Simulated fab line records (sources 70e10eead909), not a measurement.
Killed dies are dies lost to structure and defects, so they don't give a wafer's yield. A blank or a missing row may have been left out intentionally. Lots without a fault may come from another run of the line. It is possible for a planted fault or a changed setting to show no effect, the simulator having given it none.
A struck lot beside a sound one + flow nand_harc + 14 steps out of a route of 1302
Sound: the wafers L473.2, L473.5, L473.6. Struck: wafers L472.1, L472.4. (L472.2 of the same lot was not struck and is left out.) The cause comes at the end.
Each step with rows lists, per side, the tool, then ch with its chambers, then its first start. Under that, the readings that differ: sound wafers + struck wafers + difference of the means + sigmas: that difference in standard deviations of wafers without a fault.
alike: readings whose means differ by less than 2 such deviations, and words and numbers that are the same on both sides. not compared: withheld readings, readings that some wafer has no value for, bounds like >300 that may hide the same value, and numbers for which the record gives no deviation and whose values overlap.
Wherever a step has rows on one side only, a row that says differs or no value, or a row with sigmas, the two part there. Non-overlapping numbers with no deviation appear without sigmas and do not part them. A reading that every wafer of one side lacks parts them only if that side has two wafers or more.

NHARC_A_STAIRCASE_DESCUM_291: chemistry O2, time 3 s.
  sound on rie_diel-05 ch 2,3, day 24 00:36; struck on rie_diel-08 ch 1,3, day 23 06:50
| reading                     | sound       | struck  | difference | sigmas |
|-----------------------------|-------------|---------|------------|--------|
| drypump_motor_current_A (A) | 5.2 5.1 5.2 | 6.5 6.4 | +1.3       | +3     |
  alike: oes_product_au, rf_vpp_V, showerhead_plenum_p_Torr, throttle_valve_pct
  not compared: rf_hours_counter_h
NHARC_A_STAIRCASE_ETCH_292: etches the open film in CF4/CHF3.
  sound on rie_diel-05 ch 0,1, day 24 00:45; struck on rie_diel-08 ch 0,2, day 23 06:55
| reading                         | sound             | struck      | difference | sigmas |
|---------------------------------|-------------------|-------------|------------|--------|
| rf_vpp_V (V)                    | 368.2 368.2 367.4 | 371.0 374.9 | +5.0       | +2     |
| showerhead_plenum_p_Torr (Torr) | 1.50 1.54 1.50    | 1.59 1.69   | +0.13      | +2     |
  alike: drypump_motor_current_A, oes_product_au, throttle_valve_pct
  not compared: rf_hours_counter_h
then, 3 steps without rows for these wafers: NHARC_A_STAIRCASE_HM_OPEN_460 (chemistry O2/COS); NHARC_A_STAIRCASE_STRIP_461 (strips in O2/COS); NHARC_A_STAIRCASE_ETCH_452 (etches the open film in CF4/O2, target depth 30 nm, overetch 3 nm, time 16.5 s).
NHARC_A_STAIRCASE_ETCH_294: etches the open film in C4F8/O2/Ar, target depth 4989 nm, time 1211.6 s.
  sound: rie_diel-05 ch 1,2,3; struck: rie_diel-08 ch 1,3
  alike: oes_product_au, rf_vpp_V
  not compared: rf_hours_counter_h
NHARC_A_STAIRCASE_STRIP_295: strips in O2.
  sound: rie_diel-05 ch 0,1; struck: rie_diel-08 ch 2,3
  alike: drypump_motor_current_A, oes_product_au, rf_vpp_V, showerhead_plenum_p_Torr, throttle_valve_pct
  not compared: rf_hours_counter_h
then, 3 steps without rows for these wafers: NHARC_A_STAIRCASE_STRIP_296 (strips in SPM, time 900 s); NHARC_A_STAIRCASE_PRECLEAN_297 (cleans in SC1); NHARC_A_STAIRCASE_SRD_298.
NHARC_A_STAIRCASE_HM_DEP_462: deposits aC, target thk 800 nm.
  sound on acl_dep-02 ch 0, day 24 05:22; struck on acl_dep-02 ch 0, day 23 09:28
  alike: throttle_valve_pct
NHARC_A_STAIRCASE_DEP_301: deposits SiON, target thk 30 nm.
  sound on pecvd-02 ch 1,2, day 24 06:58; struck on pecvd-04 ch 0, day 23 11:19
| reading              | sound             | struck      | difference | sigmas      |
|----------------------|-------------------|-------------|------------|-------------|
| rf_fwd_power_W (W)   | 347.5 350.0 349.7 | 207.5 208.2 | -141.2     | -99 or more |
| showerhead_vpp_V (V) | 1266 1249 1193    | 867 866     | -370       | -8          |
  alike: heater_power_w
then, 1 step without rows for these wafers: NHARC_A_STAIRCASE_DEHYDRATE_302 (time 120 s).
-- jump in the record: it breaks off in module A_STAIRCASE and resumes in module END (first step shown: number 1302 of the route), and 7 days separate the struck wafers' starts before and after --
NHARC_END_SORT_01:
  sound on prober-02 ch 0, day 31 14:03; struck on prober-01 ch 0, day 30 16:20
  alike: killed_at_array, killed_at_other, killed_at_periphery, killed_dies, killed_open, killed_short

## WHERE THEY PART
Earliest at NHARC_A_STAIRCASE_DESCUM_291; latest, in this record, at NHARC_A_STAIRCASE_DEP_301. Later steps at which nothing parts them and some readings are alike: NHARC_END_SORT_01.

WHY: whatever the simulator had introduced
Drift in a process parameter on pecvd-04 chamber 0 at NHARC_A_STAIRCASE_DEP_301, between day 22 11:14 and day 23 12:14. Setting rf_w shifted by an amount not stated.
